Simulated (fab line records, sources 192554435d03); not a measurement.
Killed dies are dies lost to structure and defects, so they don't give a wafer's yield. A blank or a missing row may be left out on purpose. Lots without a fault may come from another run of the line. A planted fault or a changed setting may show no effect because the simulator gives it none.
fab line records | flow n5_finfet
record lots=9 wafers=27 last_day=16
route steps=1938 shown HKMG_FIN@451 GATE_CUT@469 BEOL_M4@1111 PASSIVATION@1936
lots that met no fault: from a run of the same line without faults
start_h: hours from the record's first day to the start of the lot's first wafer shown | wait_h: hours since the lot's step before | " the same as in the row above | L1.1+2: a row that stands for several wafers | - no value, or no start given | * or withheld: withheld | < > ~ a bound
route shown NAME@n: a module of which the file shows steps, and the number in the route of the first | usual: mean/standard deviation of fault-free wafers | same: alike in all rows | chamber/n: place in a boat | sites: the reading at each site | _std_site: their standard deviation | _edge_site: outer sites' mean less inner sites' | radius_mm: how far each site lies from the wafer's centre | mask NAME#n: copy n | behind: the tool/chamber that last shaped the wafer | hold: why the lot was held/for how many hours/how that ended | device: the transistor (n, p or np) that didn't switch | end of line: the same wafers' tests at the end of the route | a step without rows: its recipe alone | killed: dies lost to structure and defects at the first sort, not the wafer's yield | map: a wafer's dies, x killed, . not, _ none there
set.NAME: the setting as run; set.NAME@STEP: as run at that earlier step | model.NAME: the simulator's own value behind a step, which no gauge read
steps of the route over a sample of lots; a table a step, a row a wafer
services: from which hour (start_h, from the record's first day; less than 0 if before it) a tool's chamber was out of use, for how many hours, and why
## steps
# step N5_HKMG_FIN_ETCH_67
# recipe chemistry=N2/H2 target=SOC target_depth_a=3889 stop_on=TiN ion_energy_ev=100 bias_w=61 pressure_mtorr=30 source_w=850 n2_flow_sccm=200 h2_flow_sccm=200
# usual bias_w=60.99/0.2 drypump_motor_current_A=5.7/0.57 h2_flow_sccm=200.0/0.63 oes_product_au=0.76/0.087 rf_vpp_V=240.9/1.4 showerhead_plenum_p_Torr=2.56/0.09 throttle_valve_pct=17.93/0.29
# columns lot.wafer tool chamber start_h wait_h bias_w drypump_motor_current_A h2_flow_sccm oes_product_au rf_hours_counter_h rf_vpp_V showerhead_plenum_p_Torr throttle_valve_pct
L459.2 rie_diel-05 1 80.63 - 61.23 5.4 200.7 0.70 216 238.7 2.41 18.26
L459.3 " 3 " " 60.64 6.3 200.1 0.70 231 240.2 2.63 18.02
L459.5 " 0 " " 61.04 4.8 200.0 0.70 - 238.5 2.42 18.00
L460.1 rie_diel-04 1 83.38 - 60.95 5.9 200.0 0.72 200 242.3 2.62 18.31
L460.3 " 3 " " 60.95 6.2 199.3 0.79 90 238.1 2.46 18.09
L460.5 " 1 " " 60.99 5.9 199.4 0.72 - 242.5 2.62 18.30
L461.1 rie_diel-04 0 88.33 - 60.86 6.7 200.0 0.76 153 241.5 2.65 17.80
L461.3 " 1 " " 61.06 5.8 199.7 0.72 202 241.1 2.62 18.30
L461.5 " 3 " " 61.24 6.2 200.3 0.79 - 239.7 2.46 18.08
L462.1 rie_diel-05 0 95.73 - 61.19 4.8 201.2 0.69 211 238.5 2.41 18.02
L462.3 " 2 " " 60.95 5.3 200.1 0.91 16 241.1 2.59 17.33
L462.6 " 1 " " 60.90 5.3 199.7 0.68 - 240.0 2.41 18.28
L464.1 rie_diel-04 0 110.49 - 61.01 6.7 201.4 0.75 159 243.0 2.65 17.80
L464.3 " 1 " " 60.78 5.9 198.8 0.71 209 242.1 2.61 18.30
L464.6 " 1 " " 61.06 5.9 199.2 0.71 - 243.3 2.61 18.33
L465.1 rie_diel-05 1 117.54 - 61.00 5.3 200.1 0.68 230 239.0 2.41 18.30
L465.3 " 2 " " 60.93 5.3 200.6 0.89 23 241.1 2.59 17.36
L465.5 " 3 " " 61.18 6.3 200.5 0.69 - 241.3 2.62 18.06
L473.1 rie_diel-06 2 160.87 - 60.89 5.1 199.6 0.79 82 241.7 2.69 17.66
L473.3 " 3 " " 60.90 5.9 199.4 0.80 89 241.7 2.57 17.76
L473.5 " 0 " " 60.63 6.2 200.8 0.69 - 240.5 2.51 18.26
L474.4 rie_diel-06 2 168.04 - 60.95 5.1 199.3 0.79 85 242.6 2.69 17.64
L474.5 " 3 " " 60.76 5.9 200.8 0.79 - 242.4 2.57 17.78
L474.6 " 0 " " 61.20 6.3 200.7 0.68 - 240.7 2.51 18.26
L478.2 rie_diel-04 2 194.41 - 60.89 5.7 200.0 0.94 5 240.3 2.49 17.61
L478.4 " 1 " " 60.98 5.9 200.3 0.69 243 242.7 2.60 18.37
L478.5 " 1 " " 61.03 5.9 201.0 0.69 - 242.7 2.60 18.38
# step N5_HKMG_FIN_STRIP_90
# recipe chemistry=N2/H2 material=SOC time_s=20 power_w=500 temp_c=40 pressure_mtorr=50 rf_frequency_hz=6e+07 bias_power_w=8 h2_frac=0.5 n2_flow_sccm=300 h2_flow_sccm=300
# usual drypump_motor_current_A=5.7/0.57 h2_flow_sccm=299.9/0.9 oes_product_au=0.77/0.088 rf_vpp_V=54.4/0.94 showerhead_plenum_p_Torr=3.38/0.11 throttle_valve_pct=19.2/0.36
# columns lot.wafer tool chamber start_h wait_h drypump_motor_current_A h2_flow_sccm oes_product_au rf_hours_counter_h rf_vpp_V showerhead_plenum_p_Torr throttle_valve_pct
L459.2 rie_diel-05 1 80.69 0.0 5.4 300.1 0.70 216 53.0 3.20 19.6
L459.3 " 3 " " 6.3 298.8 0.70 231 54.8 3.46 19.2
L459.5 " 0 " " 4.8 298.6 0.72 - 53.8 3.20 19.2
L460.1 rie_diel-04 1 83.44 0.0 5.9 299.1 0.74 200 55.5 3.45 19.4
L460.3 " 3 " " 6.2 300.1 0.80 90 55.7 3.25 19.7
L460.5 " 1 " " 5.9 299.8 0.74 - 54.1 3.45 19.4
L461.1 rie_diel-04 0 88.39 0.0 6.7 300.2 0.76 153 57.0 3.50 19.2
L461.3 " 1 " " 5.9 300.4 0.74 203 54.8 3.45 19.4
L461.5 " 3 " " 6.2 300.2 0.79 - 53.4 3.25 19.7
L462.1 rie_diel-05 0 95.79 0.0 4.8 299.4 0.72 211 54.4 3.20 19.2
L462.3 " 2 " " 5.3 297.6 0.92 16 54.7 3.42 18.4
L462.6 " 1 " " 5.3 299.4 0.71 - 54.0 3.19 19.7
L464.1 rie_diel-04 0 110.55 0.0 6.7 300.0 0.75 160 53.9 3.49 19.2
L464.3 " 1 " " 5.9 299.3 0.73 210 52.9 3.45 19.4
L464.6 " 1 " " 5.9 300.0 0.74 - 53.6 3.45 19.4
L465.1 rie_diel-05 1 117.60 0.0 5.4 299.8 0.69 230 54.0 3.19 19.7
L465.3 " 2 " " 5.3 299.8 0.89 24 54.1 3.42 18.4
L465.5 " 3 " " 6.4 300.3 0.69 - 52.9 3.46 19.2
L473.1 rie_diel-06 2 160.93 0.0 5.1 298.8 0.78 82 55.0 3.55 19.2
L473.3 " 3 " " 5.9 300.0 0.79 89 53.4 3.40 18.9
L473.5 " 0 " " 6.2 299.0 0.69 - 52.1 3.32 19.2
L474.4 rie_diel-06 2 168.10 0.0 5.1 299.7 0.78 85 55.0 3.55 19.3
L474.5 " 3 " " 5.9 299.5 0.78 - 53.0 3.40 18.9
L474.6 " 0 " " 6.2 301.2 0.70 - 54.1 3.32 19.3
L478.2 rie_diel-04 2 194.47 0.0 5.7 298.1 0.95 5 54.4 3.29 18.8
L478.4 " 1 " " 5.9 301.3 0.72 244 53.8 3.43 19.5
L478.5 " 1 " " 5.9 300.1 0.71 - 55.6 3.43 19.5
# step N5_HKMG_FIN_W_FILL_22
# recipe material=W target_thk_a=600 temp_c=400 pressure_torr=39.4 time_s=18.2
# usual heater_power_w=916/93 throttle_valve_pct=19.2/0.62
# columns lot.wafer tool chamber start_h wait_h heater_power_w throttle_valve_pct
L459.2 cvd_w-02 0 81.79 0.0 977 19.2
L459.3 " 0 " " 1010 19.0
L459.5 " 1 " " 995 17.8
L460.1 cvd_w-01 1 84.55 0.0 942 19.0
L460.3 " 1 " " 943 19.2
L460.5 " 1 " " 917 19.5
L461.1 cvd_w-02 0 89.50 0.0 1023 18.9
L461.3 " 1 " " 1028 18.0
L461.5 " 0 " " 1013 18.7
L462.1 cvd_w-01 0 96.89 0.0 791 19.3
L462.3 " 1 " " 932 19.2
L462.6 " 0 " " 815 19.3
L464.1 cvd_w-01 1 111.68 0.0 947 19.5
L464.3 " 1 " " 949 19.3
L464.6 " 0 " " 779 19.5
L465.1 cvd_w-02 1 118.71 0.0 1023 17.7
L465.3 " 1 " " 1008 17.9
L465.5 " 0 " " 992 18.5
L473.1 cvd_w-01 0 162.16 0.0 794 19.6
L473.3 " 0 " " 798 19.9
L473.5 " 1 " " 931 19.4
L474.4 cvd_w-01 0 169.21 0.0 795 19.7
L474.5 " 1 " " 958 19.3
L474.6 " 0 " " 809 19.7
L478.2 cvd_w-01 0 195.62 0.0 811 19.7
L478.4 " 1 " " 966 19.4
L478.5 " 1 " " 951 19.5
# step N5_GATE_CUT_ETCH_58
# recipe chemistry=CH3F/O2 target=SiNx target_depth_a=170 time_s=128.6 ion_energy_ev=50 pressure_mtorr=30 source_w=415 bias_w=21 Ar_flow_sccm=150 CH3F_flow_sccm=30 O2_flow_sccm=20
# usual bias_w=20.99/0.062 drypump_motor_current_A=5.9/0.31 oes_product_au=0.74/0.061 rf_vpp_V=99.3/1 showerhead_plenum_p_Torr=2.01/0.062 throttle_valve_pct=16.47/0.19
# columns lot.wafer tool chamber start_h wait_h bias_w drypump_motor_current_A oes_product_au rf_hours_counter_h rf_vpp_V showerhead_plenum_p_Torr throttle_valve_pct
L459.2 rie_diel-03 3 82.94 0.0 20.98 6.6 0.96 5 99.3 2.14 16.08
L459.3 " 2 " " 20.95 6.4 0.76 138 100.5 2.00 16.25
L459.5 " 1 " " 21.01 5.7 0.75 - 99.1 1.99 16.52
L460.1 rie_diel-02 1 85.75 0.0 21.14 5.7 0.72 162 98.0 1.93 16.59
L460.3 " 0 " " 20.95 5.9 0.71 214 99.0 2.04 16.41
L460.5 " 0 " " 20.95 5.9 0.72 - 100.0 2.04 16.42
L461.1 rie_diel-02 2 90.71 0.0 20.93 6.0 0.76 149 97.3 2.09 16.41
L461.3 " 1 " " 21.02 5.7 0.72 163 98.1 1.93 16.61
L461.5 " 1 " " 20.98 5.7 0.72 - 98.2 1.93 16.60
L462.1 rie_diel-02 2 98.07 0.0 20.99 6.0 0.77 151 99.5 2.09 16.39
L462.3 " 1 " " 20.98 5.7 0.72 166 98.2 1.93 16.63
L462.6 " 0 " " 21.03 5.9 0.71 - 101.0 2.04 16.44
L464.1 rie_diel-01 3 112.90 0.0 21.02 6.4 0.68 222 99.9 1.97 16.36
L464.3 " 1 " " 21.02 5.6 0.68 228 98.4 1.97 16.20
L464.6 " 3 " " 20.94 6.4 0.69 - 97.9 1.97 16.36
L465.1 rie_diel-01 3 119.94 0.0 21.06 6.3 0.68 224 99.4 1.96 16.36
L465.3 " 0 " " 20.91 5.1 0.75 159 100.8 2.09 16.28
L465.5 " 0 " " 21.01 5.1 0.75 - 99.7 2.09 16.27
L473.1 rie_diel-02 2 163.38 0.1 25.24 6.0 0.79 171 112.0 2.08 16.44
L473.3 " 0 " " 20.94 5.9 0.70 238 99.8 2.03 16.45
L473.5 " 2 " " 25.30 6.0 0.80 - 112.1 2.08 16.45
L474.4 rie_diel-02 2 170.35 0.0 25.26 6.0 0.80 174 113.5 2.08 16.44
L474.5 " 1 " " 21.04 5.7 0.71 - 99.2 1.92 16.65
L474.6 " 2 " " 25.33 6.0 0.79 - 111.8 2.08 16.45
L478.2 rie_diel-03 2 196.77 0.0 20.89 6.4 0.72 172 98.5 1.99 16.33
L478.4 " 3 " " 21.04 6.6 0.87 39 98.8 2.13 16.13
L478.5 " 2 " " 20.98 6.4 0.73 - 100.7 1.99 16.33
# step N5_BEOL_M4_RC_MEAS_101
# usual DIBL_N=36.8/2.2 DIBL_P=37.0/2.8 IOFF_N=0.18/0.043 IOFF_P=0.23/0.05 ION_N=680/14 ION_P=466/9.1 SS_N=71.7/0.74 SS_P=73.5/0.79 VT_N=248/4 VT_P=-249/4.1
# columns lot.wafer tool chamber start_h wait_h DIBL_N[mV/V] DIBL_P[mV/V] IOFF_N[nA/um] IOFF_P[nA/um] ION_N[uA/um] ION_P[uA/um] SS_N[mV/dec] SS_P[mV/dec] VT_N[mV] VT_P[mV]
L461.1 prober-01 0 169.07 0.0 39.6 41.3 0.29 0.36 715 484 72.7 74.8 238 -241
L461.3 " 0 " " 35.4 36.2 0.17 0.22 691 470 71.5 73.3 247 -246
L461.5 " 0 " " 37.8 39.6 0.23 0.32 696 480 72.1 74.0 243 -242
L459.2 prober-01 0 177.38 0.2 34.7 35.3 0.13 0.19 665 459 71.2 73.2 251 -253
L459.3 " 0 " " 33.8 35.0 0.13 0.19 687 467 71.0 73.7 249 -251
L459.5 " 0 " " 37.8 38.8 0.20 0.25 689 467 71.7 74.1 246 -249
L460.1 prober-02 0 177.57 0.0 37.8 36.7 0.16 0.19 666 450 71.9 73.9 249 -254
L460.3 " 0 " " 34.9 33.9 0.13 0.17 677 462 69.7 73.0 252 -255
L460.5 " 0 " " 38.9 38.6 0.19 0.23 688 463 71.8 73.7 248 -251
L462.1 prober-01 0 197.16 0.1 35.7 36.9 0.18 0.19 677 453 71.6 73.4 243 -254
L462.3 " 0 " " 36.3 38.2 0.17 0.19 667 456 71.6 73.1 253 -253
L462.6 " 0 " " 37.7 40.2 0.23 0.24 700 467 72.0 73.6 244 -250
L464.1 prober-01 0 203.58 0.0 36.2 37.8 0.16 0.20 681 464 72.4 72.9 250 -251
L464.3 " 0 " " 39.3 41.7 0.21 0.29 692 469 73.0 74.6 247 -248
L464.6 " 0 " " 36.2 38.4 0.15 0.20 676 463 71.3 72.4 249 -251
L465.1 prober-02 0 205.15 0.0 38.0 36.7 0.21 0.23 690 468 71.7 73.6 246 -250
L465.3 " 0 " " 39.4 38.2 0.22 0.24 699 469 72.1 74.7 249 -248
L465.5 " 0 " " 34.8 32.6 0.13 0.16 684 462 71.1 72.6 253 -253
L474.4 prober-01 0 253.72 0.5 34.1 33.3 0.12 0.20 659 459 71.4 73.2 254 -249
L474.5 " 0 " " 35.7 34.9 0.14 0.23 666 467 71.9 73.1 251 -247
L474.6 " 0 " " 35.5 34.5 0.14 0.22 657 460 71.1 72.6 252 -249
L473.1 prober-02 0 254.04 0.0 39.4 41.1 0.25 0.29 703 478 72.8 74.9 243 -244
L473.3 " 0 " " 34.7 32.9 0.14 0.15 672 454 71.4 72.9 250 -255
L473.5 " 0 " " 35.5 35.6 0.15 0.20 670 461 71.3 72.9 250 -252
L478.2 prober-01 0 284.66 0.2 33.8 32.3 0.13 0.18 664 461 71.4 72.0 253 -252
L478.4 " 0 " " 36.8 36.9 0.18 0.25 682 468 71.5 72.8 247 -249
L478.5 " 0 " " 38.4 38.7 0.23 0.27 700 479 71.8 73.7 242 -248
# step N5_PASSIVATION_PROBE_49
# usual defect_limited_yield=91.4/1.5 killed_at_M0_to_M3=36/11 killed_at_M4_up=14/6 killed_at_contacts=11/6 killed_at_front_end=37/11 killed_at_other=4/3.4 killed_dies=102/18 killed_on_rim=13/3.5 killed_open=66/13 killed_short=34/7.8 sort_bin_4_leakage=0.00/0.017 sort_bin_5_function=5.0/0.97 sort_bin_6_memory=3.2/0.7 sort_n_pass=1078/19 sort_yield_pct=91.3/1.6
# same gross_dies=1180 killed_at_back_side=0 sort_bin_8_speed[%]=0
# columns lot.wafer tool chamber start_h wait_h defect_limited_yield[%] killed_at_M0_to_M3 killed_at_M4_up killed_at_contacts killed_at_front_end killed_at_other killed_dies killed_on_rim killed_open killed_short sort_bin_4_leakage[%] sort_bin_5_function[%] sort_bin_6_memory[%] sort_n_pass sort_yield_pct[%]
L461.1 prober-01 - 271.72 0.0 91.7 30 16 15 28 9 98 12 60 34 0 4.2 3.9 1082 91.7
L461.3 prober-01 - 271.82 0.1 92.5 41 15 7 24 1 88 12 46 39 0 4.4 2.5 1092 92.5
L461.5 prober-01 - 271.92 0.2 91.7 25 21 7 37 8 98 17 66 30 0 5.3 3.0 1082 91.7
L459.2 prober-02 - 281.74 0.1 90.3 43 23 18 29 2 115 13 83 30 0 5.8 3.6 1065 90.3
L459.3 prober-02 - 281.79 0.1 90.7 38 16 5 45 6 110 13 71 35 0 5.7 3.5 1070 90.7
L459.5 prober-02 - 281.89 0.2 92.3 28 13 5 41 4 91 13 61 27 0 4.3 3.1 1089 92.3
L460.1 prober-01 - 286.92 0.0 92.9 28 16 5 34 1 84 12 57 24 0 4.3 2.5 1096 92.9
L460.3 prober-01 - 287.02 0.1 93.4 22 6 8 34 8 78 11 42 34 0 3.3 2.8 1102 93.4
L460.5 prober-01 - 287.12 0.2 92.7 27 14 12 31 2 86 10 57 26 0 4.2 2.9 1094 92.7
L462.1 prober-02 - 306.40 0.0 90.8 39 10 5 46 8 108 12 66 33 0 5.1 3.1 1072 90.8
L462.3 prober-02 - 306.50 0.1 90.4 26 3 13 51 20 113 13 75 34 0 5.6 3.6 1067 90.4
L462.6 prober-02 - 306.65 0.3 91.6 26 13 29 25 6 99 11 76 22 0 4.6 3.6 1081 91.6
L464.1 prober-01 - 309.49 0.0 93.7 28 9 7 26 4 74 11 48 24 0 3.0 3.0 1106 93.7
L464.3 prober-01 - 309.59 0.1 93.8 37 5 9 18 4 73 9 46 25 0.08 3.9 2.1 1106 93.7
L464.6 prober-01 - 309.74 0.3 92.1 39 7 8 36 3 93 15 55 36 0 4.4 3.2 1087 92.1
L465.1 prober-02 - 313.20 0.0 90.8 40 8 16 42 2 108 11 66 40 0 6.0 3.1 1072 90.8
L465.3 prober-02 - 313.30 0.1 90.4 41 9 19 37 7 113 19 78 33 0 4.9 4.3 1067 90.4
L465.5 prober-02 - 313.40 0.2 90.2 41 15 18 41 1 116 14 89 25 0 5.9 3.5 1064 90.2
L474.4 prober-02 - 353.09 0.2 90.9 56 14 7 19 11 107 15 74 33 0 6.0 2.7 1073 90.9
L474.5 prober-02 - 353.14 0.2 90.4 47 16 9 33 8 113 14 76 37 0 5.8 3.6 1067 90.4
L474.6 prober-02 - 353.19 0.3 92.3 49 16 11 12 3 91 9 61 30 0 4.1 3.1 1089 92.3
L473.1 prober-02 - 359.21 0.5 90.0 48 24 26 20 0 118 13 87 31 0 5.9 3.7 1062 90.0
L473.3 prober-02 - 359.31 0.6 90.6 22 36 6 43 4 111 19 71 39 0 5.3 3.8 1069 90.6
L473.5 prober-02 - 359.41 0.7 91.5 30 25 8 36 1 100 15 64 35 0 5.7 2.5 1080 91.5
L478.2 prober-02 - 390.76 0.1 93.1 15 9 4 43 10 81 13 37 28 0 3.7 2.2 1099 93.1
L478.4 prober-02 - 390.86 0.2 95.1 16 10 3 26 3 58 9 34 24 0 3.1 1.7 1122 95.1
L478.5 prober-02 - 390.91 0.2 93.2 28 10 10 27 5 80 8 45 33 0 3.9 2.7 1100 93.2
# killed by level:class
L461.1 MOL_CONTACT_COAG:geometric_particle:open=13 BEOL_M2:geometric_particle:open=9 BEOL_M4:geometric_particle:open=6 BEOL_M0_SAQP:geometric_particle:open=5 DUMMY_GATE:geometric_particle:open=4 BEOL_M0_SAQP:geometric_particle:short=4 BEOL_M3:geometric_particle:open=4 PASS1_CAP:geometric_particle:open=4
L461.3 FIN_SAQP:geometric_particle:short=11 BEOL_M0_SAQP:geometric_particle:short=11 BEOL_M0_SAQP:geometric_particle:open=9 BEOL_M3:geometric_particle:open=6 BEOL_M2:geometric_particle:open=5 FIN_SAQP:geometric_particle:open=4 MOL_CONTACT_COAG:geometric_particle:short=4 BEOL_M3:geometric_particle:short=4
L461.5 BEOL_M4:geometric_particle:open=16 FIN_SAQP:geometric_particle:open=9 STI_FIN_REVEAL:geometric_particle:open=6 BEOL_M0_SAQP:geometric_particle:open=5 BEOL_M2:geometric_particle:open=5 BEOL_M3:geometric_particle:open=5 FIN_SAQP:geometric_particle:short=4 GATE_CUT:geometric_particle:short=4
L459.2 MOL_CONTACT_COAG:geometric_particle:open=13 BEOL_M1:geometric_particle:open=13 BEOL_M4:geometric_particle:open=11 STI_FIN_REVEAL:geometric_particle:open=10 BEOL_M0_SAQP:geometric_particle:short=9 BEOL_M3:geometric_particle:open=7 BEOL_M0_SAQP:geometric_particle:open=6 FIN_SAQP:geometric_particle:open=5
L459.3 STI_FIN_REVEAL:geometric_particle:open=13 FIN_SAQP:geometric_particle:open=9 BEOL_M3:geometric_particle:open=7 BEOL_M0_SAQP:geometric_particle:open=6 FIN_SAQP:geometric_particle:short=5 BEOL_M0_SAQP:geometric_particle:short=5 BEOL_M1:geometric_particle:open=5 BEOL_M8:geometric_particle:open=5
L459.5 FIN_SAQP:geometric_particle:open=10 BEOL_M0_SAQP:geometric_particle:open=9 FIN_SAQP:geometric_particle:short=6 STI_FIN_REVEAL:geometric_particle:open=5 GATE_CUT:geometric_particle:short=5 BEOL_M3:geometric_particle:open=5 BEOL_M4:geometric_particle:open=5 STARTING-WAFER:geometric_particle:short=4
L460.1 BEOL_M0_SAQP:geometric_particle:open=8 BEOL_M3:geometric_particle:open=7 FIN_SAQP:geometric_particle:short=6 STI_FIN_REVEAL:geometric_particle:open=6 MOL_CONTACT_COAG:geometric_particle:open=5 BEOL_M2:geometric_particle:open=5 FIN_SAQP:geometric_particle:open=4 DUMMY_GATE:geometric_particle:open=4
L460.3 FIN_SAQP:geometric_particle:short=9 FIN_SAQP:geometric_particle:open=6 MOL_CONTACT_COAG:geometric_particle:open=6 BEOL_M2:geometric_particle:open=5 BEOL_M3:geometric_particle:open=5 ILD0:geometric_particle:short=4 GATE_CUT:geometric_particle:open=3 GATE_CUT:geometric_particle:short=3
L460.5 MOL_CONTACT_COAG:geometric_particle:open=11 BEOL_M3:geometric_particle:open=9 BEOL_M0_SAQP:geometric_particle:short=7 FIN_SAQP:geometric_particle:short=6 DUMMY_GATE:geometric_particle:open=6 STI_FIN_REVEAL:geometric_particle:open=5 BEOL_M2:geometric_particle:open=4 FIN_SAQP:geometric_particle:open=3
L462.1 BEOL_M3:geometric_particle:open=14 STI_FIN_REVEAL:geometric_particle:open=13 HKMG_FIN:area_etch=8 FIN_SAQP:geometric_particle:short=6 BEOL_M0_SAQP:geometric_particle:open=6 BEOL_M0_SAQP:geometric_particle:short=6 STI_FIN_REVEAL:geometric_particle:short=5 BEOL_M4:geometric_particle:open=5
L462.3 MOL_CONTACT_COAG:geometric_particle:open=12 DUMMY_GATE:geometric_particle:open=11 STI_FIN_REVEAL:geometric_particle:open=8 BEOL_M0:geometric_particle:short=6 BEOL_M3:geometric_particle:open=6 PAD_METAL:geometric_particle:short=6 FIN_SAQP:geometric_particle:short=5 PAD_METAL:geometric_particle:open=5
L462.6 MOL_CONTACT_COAG:geometric_particle:open=24 STI_FIN_REVEAL:geometric_particle:open=9 BEOL_M3:geometric_particle:open=7 BEOL_M4:geometric_particle:open=6 DUMMY_GATE:geometric_particle:open=5 BEOL_M0_SAQP:geometric_particle:open=4 GATE_CUT:geometric_particle:short=4 MOL_CONTACT_COAG:geometric_particle:short=4
L464.1 DUMMY_GATE:geometric_particle:open=7 BEOL_M1:geometric_particle:open=6 BEOL_M2:geometric_particle:open=6 BEOL_M3:geometric_particle:open=5 MOL_CONTACT_COAG:geometric_particle:short=4 BEOL_M0_SAQP:geometric_particle:short=4 FIN_SAQP:geometric_particle:short=3 STI_FIN_REVEAL:geometric_particle:open=3
L464.3 MOL_CONTACT_COAG:geometric_particle:open=8 BEOL_M0_SAQP:geometric_particle:short=8 BEOL_M3:geometric_particle:open=8 BEOL_M0_SAQP:geometric_particle:open=7 BEOL_M1:geometric_particle:open=4 BEOL_M2:geometric_particle:open=4 FIN_SAQP:geometric_particle:short=3 GATE_CUT:geometric_particle:short=3
L464.6 BEOL_M2:geometric_particle:open=12 BEOL_M0_SAQP:geometric_particle:short=8 FIN_SAQP:geometric_particle:short=7 MOL_CONTACT_COAG:geometric_particle:open=6 BEOL_M1:geometric_particle:open=6 STARTING-WAFER:geometric_particle:short=6 DUMMY_GATE:geometric_particle:open=5 GATE_CUT:geometric_particle:short=5
L465.1 MOL_CONTACT_COAG:geometric_particle:open=13 BEOL_M3:geometric_particle:open=11 BEOL_M0_SAQP:geometric_particle:short=11 FIN_SAQP:geometric_particle:open=9 STI_FIN_REVEAL:geometric_particle:open=7 BEOL_M0_SAQP:geometric_particle:open=5 BEOL_M1:geometric_particle:open=5 STI_FIN_REVEAL:geometric_particle:short=4
L465.3 FIN_SAQP:geometric_particle:open=17 MOL_CONTACT_COAG:geometric_particle:open=14 BEOL_M1:geometric_particle:open=11 BEOL_M3:geometric_particle:open=7 BEOL_M0_SAQP:geometric_particle:open=6 BEOL_M2:geometric_particle:open=6 MOL_CONTACT_COAG:geometric_particle:short=5 BEOL_M0_SAQP:geometric_particle:short=5
L465.5 MOL_CONTACT_COAG:geometric_particle:open=16 FIN_SAQP:geometric_particle:open=12 BEOL_M3:geometric_particle:open=12 FIN_SAQP:geometric_particle:short=9 BEOL_M4:geometric_particle:open=8 BEOL_M0_SAQP:geometric_particle:open=8 BEOL_M2:geometric_particle:open=8 STI_FIN_REVEAL:geometric_particle:open=6
L474.4 BEOL_M0_SAQP:geometric_particle:open=18 BEOL_M0_SAQP:geometric_particle:short=10 BEOL_M3:geometric_particle:short=8 MOL_CONTACT_COAG:geometric_particle:open=6 BEOL_M1:geometric_particle:open=6 BEOL_M2:geometric_particle:open=6 MIM_TOP:geometric_particle:open=6 STI_FIN_REVEAL:geometric_particle:open=5
L474.5 BEOL_M2:geometric_particle:open=13 STI_FIN_REVEAL:geometric_particle:open=12 BEOL_M0_SAQP:geometric_particle:short=10 MOL_CONTACT_COAG:geometric_particle:open=8 BEOL_M0_SAQP:geometric_particle:open=7 BEOL_M3:geometric_particle:open=7 FIN_SAQP:geometric_particle:short=5 GATE_CUT:geometric_particle:short=5
L474.6 BEOL_M0_SAQP:geometric_particle:short=12 BEOL_M2:geometric_particle:open=10 MOL_CONTACT_COAG:geometric_particle:open=8 BEOL_M0_SAQP:geometric_particle:open=8 BEOL_M1:geometric_particle:open=8 BEOL_M5:geometric_particle:open=6 BEOL_M3:geometric_particle:open=4 BEOL_M4:geometric_particle:open=4
L473.1 MOL_CONTACT_COAG:geometric_particle:open=24 BEOL_M2:geometric_particle:open=13 BEOL_M0_SAQP:geometric_particle:short=11 BEOL_M0_SAQP:geometric_particle:open=11 BEOL_M4:geometric_particle:open=10 BEOL_M5:geometric_particle:open=7 FIN_SAQP:geometric_particle:open=5 BEOL_M1:geometric_particle:open=5
L473.3 BEOL_M4:geometric_particle:open=14 FIN_SAQP:geometric_particle:short=12 BEOL_M5:geometric_particle:open=8 STI_FIN_REVEAL:geometric_particle:open=7 BEOL_M0_SAQP:geometric_particle:short=7 GATE_CUT:geometric_particle:short=6 BEOL_M0_SAQP:geometric_particle:open=6 FIN_SAQP:geometric_particle:open=5
L473.5 BEOL_M0_SAQP:geometric_particle:open=9 BEOL_M4:geometric_particle:open=9 FIN_SAQP:geometric_particle:open=7 MOL_CONTACT_COAG:geometric_particle:open=7 GATE_CUT:geometric_particle:short=6 FIN_SAQP:geometric_particle:short=5 BEOL_M3:geometric_particle:open=5 BEOL_M2:geometric_particle:open=5
L478.2 FIN_SAQP:geometric_particle:open=9 HKMG_FIN:area_etch=7 ILD0:geometric_particle:short=5 BEOL_M4:geometric_particle:open=5 FIN_SAQP:geometric_particle:short=4 PASSIVATION:area_etch=4 DUMMY_GATE:geometric_particle:open=3 ILD0:geometric_particle:open=3
L478.4 DUMMY_GATE:geometric_particle:open=8 FIN_SAQP:geometric_particle:short=6 BEOL_M1:geometric_particle:short=5 BEOL_M2:geometric_particle:open=5 BEOL_M4:geometric_particle:open=4 FIN_SAQP:geometric_particle:open=3 BEOL_M5:geometric_particle:open=3 GATE_CUT:geometric_particle:short=2
L478.5 DUMMY_GATE:geometric_particle:open=7 MOL_CONTACT_COAG:geometric_particle:open=7 BEOL_M0_SAQP:geometric_particle:short=6 BEOL_M0_SAQP:geometric_particle:open=6 FIN_SAQP:geometric_particle:short=5 BEOL_M1:geometric_particle:open=5 BEOL_M3:geometric_particle:open=4 STARTING-WAFER:geometric_particle:short=4
## services
# columns tool chamber start_h hours kind
rie_diel-05 - 61.60 0.2 repair
rie_diel-01 3 70.53 31.2 repair
cvd_w-01 - 85.33 6.9 pm
cvd_w-01 1 127.31 4.5 repair
rie_diel-05 3 133.54 - clean
rie_diel-05 3 133.54 - consumable_replace:focus_ring
rie_diel-05 3 133.54 18.2 scheduled_down
rie_diel-05 3 133.54 18.2 vent_cycle
rie_diel-04 0 138.65 5.3 repair
rie_diel-01 0 140.58 7.1 repair
rie_diel-01 - 143.86 3.3 repair
rie_diel-06 0 147.08 5.7 repair
rie_diel-03 1 147.36 3.3 repair
rie_diel-04 2 159.67 - clean
rie_diel-04 2 159.67 - consumable_replace:focus_ring
rie_diel-04 2 159.67 21.8 scheduled_down
rie_diel-04 2 159.67 21.8 vent_cycle
rie_diel-03 - 160.73 0.5 repair
rie_diel-05 1 170.15 - clean
rie_diel-05 1 170.15 - consumable_replace:focus_ring
rie_diel-05 1 170.15 - consumable_replace:showerhead
rie_diel-05 1 170.15 17.4 scheduled_down
rie_diel-05 1 170.15 17.4 vent_cycle
rie_diel-01 1 187.49 - clean
## key
first_sign step=N5_GATE_CUT_ETCH_58 reading=bias_w direction=up sigmas=69 usual=* struck=*
effect step=N5_GATE_CUT_ETCH_58 reading=rf_vpp_V direction=up sigmas=13 usual=99.3 struck=112.4
met_at N5_GATE_CUT_ETCH_58
struck_lots L473,L474
struck_wafers L473.1,L473.5,L474.4,L474.6
not_acting_at N5_HKMG_FIN_ETCH_67,N5_HKMG_FIN_STRIP_90,N5_HKMG_FIN_W_FILL_22
onset_between 98.07 163.38
fault kind=process_parameter_drift tool=rie_diel-02 chamber=2 onset_h=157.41 steps=N5_GATE_CUT_ETCH_58 channel=bias_w offset=* shape=step end_h=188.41 acts_in=* stated=*
